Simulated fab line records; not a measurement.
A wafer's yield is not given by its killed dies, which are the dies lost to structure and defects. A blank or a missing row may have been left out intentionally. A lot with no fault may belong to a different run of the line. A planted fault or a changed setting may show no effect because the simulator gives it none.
Chamber matching :: flow n5_finfet :: 4 sister chambers for N5_BEOL_M11_ETCH_65 on rie_diel-02
The step etches SiARC in CF4, target depth 39 nm, time 65 s. 4 wafers are shown with their chamber, then 11 later ones without.

## WAFERS WITH THEIR CHAMBER
wafer: L077.5
chamber: 2
drypump_motor_current_A (A): 5.6

wafer: L085.2
chamber: 3
drypump_motor_current_A (A): 4.8

wafer: L085.5
chamber: 1
drypump_motor_current_A (A): 5.9

wafer: L089.1
chamber: 0
drypump_motor_current_A (A): 6.0

## WAFERS WITH NO CHAMBER GIVEN
wafer: L089.4
drypump_motor_current_A (A): 5.6

wafer: L089.6
drypump_motor_current_A (A): 4.7

wafer: L091.1
drypump_motor_current_A (A): 5.9

wafer: L091.4
drypump_motor_current_A (A): 6.1

wafer: L091.5
drypump_motor_current_A (A): 5.9

wafer: L092.1
drypump_motor_current_A (A): 5.6

wafer: L092.4
drypump_motor_current_A (A): 5.9

wafer: L092.5
drypump_motor_current_A (A): 6.0

wafer: L093.1
drypump_motor_current_A (A): 6.0

wafer: L093.4
drypump_motor_current_A (A): 4.8

wafer: L093.6
drypump_motor_current_A (A): 4.8

## CHAMBER TAKEN BY EACH
wafer: L089.4
from the rows above: 2
in truth: 2

wafer: L089.6
from the rows above: 3
in truth: 3

wafer: L091.1
from the rows above: 1
in truth: 1

wafer: L091.4
from the rows above: 0
in truth: 0

wafer: L091.5
from the rows above: 1
in truth: 1

wafer: L092.1
from the rows above: 2
in truth: 2

wafer: L092.4
from the rows above: 1
in truth: 1

wafer: L092.5
from the rows above: 0
in truth: 0

wafer: L093.1
from the rows above: 0
in truth: 0

wafer: L093.4
from the rows above: 3
in truth: 3

wafer: L093.6
from the rows above: 3
in truth: 3
Placed correctly: 11 of 11. Number that these rows cannot place: 0. Placed wrongly: 0.
How it was worked out, from the rows above alone: a wafer's distance from a chamber is the root of the sum, over the readings, of the square of ((its reading less the chamber's mean) divided by the reading's scatter). The wafer belongs to the nearest chamber; if the next one is less than 2 further off, it can't be placed. Each chamber's mean is taken over the wafers shown for it. The scatter (one wafer shown for each chamber): square how far every hidden wafer sits from the nearest shown wafer, average those squares and take the square root.
